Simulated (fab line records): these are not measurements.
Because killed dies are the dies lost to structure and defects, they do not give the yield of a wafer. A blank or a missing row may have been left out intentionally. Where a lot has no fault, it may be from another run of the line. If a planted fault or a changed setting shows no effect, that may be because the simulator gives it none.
Problem report, 8D (eight disciplines) form, completed by code | flow nand-harc | the parts of the form that need people (team, actions taken, sign-off) are left out

## 1. WHAT IS WRONG
At NHARC_END_SORT_01, killed-at-array averages 282 over 4 wafers from 3 lots, while fault-free wafers read 30, standard deviation 10. Relative to the usual mean, that is a shift of +25 standard deviations.
The first sign was on wafer L651.2 at day 20 18:55, on prober-02. The record holds 9 wafers of 3 lots with a number at this step. Rule for "out" (also "out of limits"): further than 4 standard deviations from the usual mean. The other wafers with a number count as sound.

## 2. WHAT IT IS AND WHAT IT IS NOT
question                    | is                             | is not
which readings at this step | killed-at-array, killed-dies   | killed-at-other, killed-at-periphery, killed-open
which lots                  | L650, L651, L653               | -
which wafers of those lots  | L650.4, L651.2, L653.1, L653.5 | L650.2, L650.5, L651.3, L651.4, L653.3
read on which gauges        | prober-01, prober-02           | -
when                        | from day 20 18:55              | up to then (1 sound wafer); but 4 sound wafers of L650, L651, L653 came after

## 3. THE SUSPECTS, EACH WITH WHAT RULES IT OUT
Counting: if a tool at a process step up to the reading ran every lot that is out, it stays a suspect. Sound lots after the first of them don't rule it out here, since some wafers of a struck lot are sound.
- ruled out: the gauge at NHARC_END_SORT_01. The wafers that are out were read on 2 gauges (prober-01, prober-02).
- rie-diel-01 at NHARC_A_STAIRCASE_DESCUM_11 (chemistry O2, time 3 s): kept. It ran every lot that is out, first L650 (day 11 22:04).
- rie-diel-01 at NHARC_A_STAIRCASE_TRIM_14 (chemistry O2, time 211.2 s): kept. It ran every lot that is out, first L650 (day 11 22:28). Its own run-length-s readings are out on those wafers.
- rie-diel-01 at NHARC_A_STAIRCASE_TRIM_18 (chemistry O2, time 211.2 s): kept. It ran every lot that is out, first L650 (day 20 18:53). With no start given for some of its lots, NHARC_A_STAIRCASE_TRIM_18 uses the hours and lot order of NHARC_END_SORT_01.
- At NHARC_A_STAIRCASE_TRIM_14, inside rie-diel-01: chamber 0 took the wafers that are out, while their sound lot-mates went through chambers 2, 3.
Still standing after the count: rie-diel-01 at NHARC_A_STAIRCASE_DESCUM_11, rie-diel-01 at NHARC_A_STAIRCASE_TRIM_14, rie-diel-01 at NHARC_A_STAIRCASE_TRIM_18.

## 4. THE CAUSE (what the simulator had put in)
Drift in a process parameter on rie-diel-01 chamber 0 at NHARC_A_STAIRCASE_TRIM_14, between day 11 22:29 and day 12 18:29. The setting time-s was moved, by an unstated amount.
Counting left 3 suspects, and this tool is among them.

## 5. THE EFFECT CHAIN, in route order
Each row: a reading where the mean over the struck wafers with a number is more than 3 standard deviations away from the usual. Readings are gone through only where the record gives a usual standard deviation; hours: the median, over the lots, of the time from a lot's start at the first step in this table giving one to that lot's start at this step; sigmas: the change measured in usual standard deviations.
hours | step                      | reading         | usual   | on struck wafers | change | sigmas
0     | NHARC_A_STAIRCASE_TRIM_14 | run-length-s    | 232.7 s | 306.1            | +73.4  | +99 or more
212   | NHARC_END_SORT_01         | killed-at-array | 30      | 282              | +252   | +25
212   | NHARC_END_SORT_01         | killed-dies     | 34      | 284              | +250   | +23
The process steps in it:
- NHARC_A_STAIRCASE_TRIM_14: chemistry O2, time 211.2 s.

## 6. HOW IT WOULD HAVE BEEN CAUGHT EARLIER
The first out-of-limits reading at a measuring or inspecting step in this record came at day 20 18:55, 212 hours after the fault's start at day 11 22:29.
At NHARC_A_STAIRCASE_TRIM_14, the tool's own readings (run-length-s) were out on each struck wafer the step has a row for, so an alarm limit on them would have fired on the first such wafer.
Lots out: 3; all had begun NHARC_A_STAIRCASE_TRIM_14 on rie-diel-01 by day 20 18:55. None of them would have been spared by holding the tool at that moment.
